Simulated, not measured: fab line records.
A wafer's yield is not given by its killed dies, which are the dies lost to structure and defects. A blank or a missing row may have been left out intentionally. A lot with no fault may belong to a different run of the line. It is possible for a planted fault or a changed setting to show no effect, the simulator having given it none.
A struck lot beside a sound one -- flow nand-harc -- 14 steps out of a route of 1302
Sound: these wafers, L499.2, L499.4, L499.6. Wafers L505.1, L505.3, L505.4 were the ones struck. The cause is given at the end.
At each step with rows: each side's tool, then ch and its chambers, then its first start. Under that, the readings that differ: sound wafers -- struck wafers -- difference of the means -- sigmas: that difference in standard deviations of wafers without a fault.
alike: same words and numbers on both sides, and readings whose means sit less than 2 such deviations apart. not compared: any withheld reading, any reading some wafer has no value for, any bound like >300 that may hide the same value, and any number with overlapping values for which the record gives no deviation.
The two part at a step that has a row with sigmas, a row that says differs or no value, or rows on one side only. Non-overlapping numbers with no deviation appear without sigmas and do not part them. A reading missing from all wafers of one side parts the sides only when that side holds two or more wafers.

first, 4 steps without rows for these wafers: NHARC_A_ZERO_WELL_STRIP_14 (strips in SPM, time 900 s); NHARC_A_ZERO_WELL_IMPLANT_15; NHARC_A_ZERO_WELL_PRECLEAN_22 (cleans in SC1, time 60 s); NHARC_A_ZERO_WELL_SRD_23.
NHARC_A_ZERO_WELL_RTA_16: time 10 s.
  sound on rtp-anneal-02 ch 0, day 10 02:17; struck on rtp-anneal-01 ch 0, day 12 18:14
reading,sound,struck,difference,sigmas
lamp-power-pct (%),33.2 33.2 33.1,34.0 34.0 34.0,+0.8,+2
lamp_zone_3_pct (%),33.2 33.2 33.1,34.0 34.0 34.0,+0.8,+2
  alike: lamp_zone_4_pct, lamp_zone_7_pct, wafer_temp_C_max
NHARC_A_ZERO_WELL_INSPECT_17:
  sound: defect-inspect-02 at day 10 02:27; struck: defect-inspect-01 at day 12 18:26
  alike: raw-defect-count
then, 3 steps without rows for these wafers: NHARC_A_SOURCE_PLATE_PRECLEAN_00 (cleans in HF-LAST, time 60 s); NHARC_A_SOURCE_PLATE_SRD_01; NHARC_A_SOURCE_PLATE_OXIDE_02 (material SiO2, target thk 10 nm, ox time 1362 s).
NHARC_A_SOURCE_PLATE_THK_MEAS_09: measures by ellipsometry.
  sound: film-metro-01 at day 10 10:55; struck: film-metro-02 at day 13 01:15
  alike: thk-nm
then, 1 step without rows for these wafers: NHARC_A_SOURCE_PLATE_PVD_04 (deposits WSi2, target thk 50 nm).
NHARC_A_SOURCE_PLATE_CVD_03: deposits poly-Si, target thk 200 nm, time 4000 s.
  sound on lpcvd-poly-04 ch 0, day 10 11:24; struck on lpcvd-poly-02 ch 0, day 13 03:49
reading,sound,struck,difference,sigmas
spike-tc-bottom-C (C),642.6 642.0 643.9,661.8 660.5 661.0,+18.3,+9
spike-tc-centre-C (C),619.1 620.5 618.8,637.4 636.6 635.8,+17.1,+12
spike-tc-lower-C (C),619.2 619.4 617.8,635.3 636.6 636.8,+17.4,+16
spike-tc-top-C (C),632.8 635.8 635.2,656.0 655.9 655.4,+21.2,+8
spike-tc-upper-C (C),620.3 617.7 617.6,635.7 638.4 637.3,+18.6,+13
  alike: zone-power-lower-pct
then, 1 step without rows for these wafers: NHARC_A_SOURCE_PLATE_ANNEAL_05 (time 1800 s).
NHARC_A_SOURCE_PLATE_THK_MEAS_06: measures by ellipsometry.
  sound: film-metro-01 at day 11 01:35; struck: film-metro-01 at day 13 16:37
reading,sound,struck,difference,sigmas
thk-nm (nm),198.7 198.5 198.9,286.8 285.6 284.9,+87.1,+40

WHERE THEY PART
At NHARC_A_ZERO_WELL_RTA_16 first; at NHARC_A_SOURCE_PLATE_THK_MEAS_06 last (within this record only).

WHY: what had been put in by the simulator
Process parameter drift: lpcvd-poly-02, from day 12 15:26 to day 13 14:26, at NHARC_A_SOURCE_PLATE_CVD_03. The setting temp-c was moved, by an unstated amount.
